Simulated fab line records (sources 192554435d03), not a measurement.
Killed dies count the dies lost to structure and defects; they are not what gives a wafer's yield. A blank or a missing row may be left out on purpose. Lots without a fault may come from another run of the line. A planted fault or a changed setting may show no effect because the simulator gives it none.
Chamber matching ; flow n5_finfet ; 3 sister chambers for N5_BEOL_M7_DEP_56 on pecvd-04
The step deposits SiCN from 3MS/NH3, target thk 10 nm, time 17.5 s. 3 wafers are shown with their chamber, then 11 later ones without.

## WAFERS, EACH WITH ITS CHAMBER
wafer;chamber;throttle_valve_pct (%)
L082.1;1;9.8
L082.4;2;8.5
L083.1;0;9.1

## WAFERS WITH NO CHAMBER GIVEN
wafer;throttle_valve_pct (%)
L083.3;8.4
L083.4;8.6
L084.2;8.2
L084.5;8.6
L084.6;9.1
L087.2;9.2
L087.3;8.6
L087.6;9.6
L086.2;9.5
L086.4;9.8
L086.5;9.0

## CHAMBER TAKEN BY EACH
wafer;from the rows above;in truth
L083.3;2;2
L083.4;2;2
L084.2;2;2
L084.5;2;2
L084.6;0;0
L087.2;0;0
L087.3;2;2
L087.6;can't be placed: 1 or 0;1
L086.2;can't be placed: 1 or 0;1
L086.4;1;1
L086.5;0;0
Correctly placed: 9 of 11. Not placeable from these rows: 2 (in 2, the candidates include the true chamber). Placed wrongly: 0.
How it was worked out, from the rows above alone: a wafer's distance from a chamber is the root of the sum, over the readings, of the square of ((its reading less the chamber's mean) divided by the reading's scatter). The wafer belongs to the nearest chamber; if the next one is less than 2 further off, it can't be placed. A chamber's mean is the mean of its shown wafers. The scatter: with one shown wafer a chamber, the root of the mean of the squares of how far each hidden wafer lies from its nearest shown one.
